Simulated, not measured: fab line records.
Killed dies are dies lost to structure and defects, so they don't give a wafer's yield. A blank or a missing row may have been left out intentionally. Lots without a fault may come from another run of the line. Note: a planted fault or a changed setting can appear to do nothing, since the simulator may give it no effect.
Chamber matching	flow n5 finfet	N5_MOL_CONTACT_COAG_ALD_133 on ald sin-01: 4 sister chambers
The step deposits SiO2, target thk 5 nm, pulse time 1 s, co reactant pulse time 1 s. 8 wafers are shown with their chamber, then 9 later ones without.

== WAFERS PAIRED WITH THEIR CHAMBERS ==
wafer	chamber	heater power w (W)	susceptor temp C (C)
L082.1	1	91	100.30
L082.4	3	84	99.72
L088.1	1	92	99.99
L088.2	0	70	99.80
L088.6	2	96	99.83
L090.1	0	68	100.19
L090.2	3	84	99.58
L090.3	2	98	100.23

== WAFERS WITHOUT THEIR CHAMBER ==
wafer	heater power w (W)	susceptor temp C (C)
L092.1	84	100.15
L092.2	95	99.98
L092.3	68	99.98
L093.3	82	100.03
L093.4	99	100.07
L093.6	92	100.07
L096.1	93	100.11
L096.2	68	99.80
L096.5	69	99.90

== THE CHAMBER EACH PASSED THROUGH ==
wafer	from the rows above	in truth
L092.1	3	3
L092.2	can't be placed: 2 or 1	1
L092.3	0	0
L093.3	3	3
L093.4	2	2
L093.6	1	1
L096.1	1	1
L096.2	0	0
L096.5	0	0
Placed correctly: 8 of 9. These rows do not allow placing 1 (true chamber among the candidates in 1). Wrongly placed: 0.
How it was worked out, from the rows above alone: a wafer's distance from a chamber is the root of the sum, over the readings, of the square of ((its reading less the chamber's mean) divided by the reading's scatter). If the next closest chamber is less than 2 further off than the closest, the wafer can't be placed; otherwise it belongs to the closest. A chamber's mean is the mean of its shown wafers. How the scatter is found: for the shown wafers, subtract from each reading the mean of its chamber, square and add these, divide the total by (wafers less chambers), then take the root.
